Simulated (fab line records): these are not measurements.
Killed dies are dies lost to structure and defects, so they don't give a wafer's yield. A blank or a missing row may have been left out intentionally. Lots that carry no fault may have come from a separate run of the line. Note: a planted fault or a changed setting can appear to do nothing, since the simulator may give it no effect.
Code-filled problem report in 8D (eight disciplines) form ; flow nandHarc ; the parts of the form that need people (team, actions taken, sign-off) are left out

## 1. WHAT WENT WRONG
Mean of killedAtPeriphery at NHARC_END_SORT_01: 76.5 across 2 wafers in 2 lots; on wafers with no fault it is 3.5 (standard deviation 2.7). That puts it +27 standard deviations away from the usual mean.
The first sign was on wafer L268.3 at day 28 08:49, on prober-01. The record has a number at this step for 6 wafers belonging to 2 lots. The rule behind "out" and "out of limits": a value lying over 4 standard deviations away from the usual mean. Any other wafer with a number is counted as sound.

## 2. WHAT IT IS AND WHAT IT IS NOT
question;is;is not
which readings at this step;killedAtPeriphery;killedAtArray, killedAtOther, killedOpen, killedShort
which lots;L268, L270;-
which wafers of those lots;L268.3, L270.1;L268.1, L268.4, L270.2, L270.6
read on which gauges;prober-01;-
when;from day 28 08:49;"up to then (1 sound wafer); but 3 sound wafers of L268, L270 came after"

## 3. WHAT RULES OUT EACH SUSPECT
Counting: a tool at a process step up to the reading stays a suspect if it ran every lot that is out. Sound lots after the first of them don't rule it out here, since some wafers of a struck lot are sound.
- the gauge at NHARC_END_SORT_01: kept. All the wafers that are out were read on prober-01, and no step on other tools shows them out.
- rieDiel-06 at NHARC_P_CONTACT_ETCH_35 (etches the open film in CF4, target depth 39 nm, time 65 s): kept. It ran every lot that is out, first L268 (day 10 09:17).
- pvdSputter-03 at NHARC_A_BONDPAD_DEGAS_25 (time 60 s): kept. It ran every lot that is out, first L268 (day 27 00:47).
- pvdSputter-03 at NHARC_A_BONDPAD_PVD_17 (deposits TaN, target thk 5 nm, time 8.06 s): kept. It ran every lot that is out, first L268 (day 27 17:33). NHARC_A_BONDPAD_PVD_17: start missing for some lots; hours and lot order therefore follow NHARC_THIN_TSV_DEGAS_49.
- Within rieDiel-06 at NHARC_P_CONTACT_ETCH_35: the wafers that are out ran in chamber 2; their sound lot-mates ran in chambers 0, 1, 3.
Left after counting: rieDiel-06 at NHARC_P_CONTACT_ETCH_35, pvdSputter-03 at NHARC_A_BONDPAD_DEGAS_25, pvdSputter-03 at NHARC_A_BONDPAD_PVD_17, prober-01 at NHARC_END_SORT_01.

## 4. THE CAUSE (what the simulator had put in)
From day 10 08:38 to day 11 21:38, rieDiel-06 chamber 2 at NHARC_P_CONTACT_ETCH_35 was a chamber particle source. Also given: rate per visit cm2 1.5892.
This tool is one of the 4 suspects left after counting.

## 5. SEQUENCE OF EFFECTS, ordered by route
Each row: a reading where the mean over the struck wafers with a number is more than 3 standard deviations away from the usual. Scope: only readings with a usual standard deviation given in the record; hours: median across lots of the time from each lot's start at the first step in this table that gives one to its start at this step; sigmas: change in usual standard deviations.
hours;step;reading;usual;on struck wafers;change;sigmas
0;NHARC_END_SORT_01;killedAtPeriphery;3.5;76.5;+73.0;+27
0;NHARC_END_SORT_01;killedDies;60;140;+80;+4.0

## 6. WHAT WOULD HAVE CAUGHT IT SOONER
Counted from the fault's start at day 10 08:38, it took 432 hours until the first out-of-limits reading at a measuring or inspecting step in this record, taken at day 28 08:49.
Tool readings at NHARC_P_CONTACT_ETCH_35 with a usual standard deviation given in the record: none out on any struck wafer, hence no alarm at a limit of 4 standard deviations on them.
All the lots that are out (2) had begun NHARC_P_CONTACT_ETCH_35 on rieDiel-06 by day 28 08:49. None of them would have been spared by holding the tool at that moment.
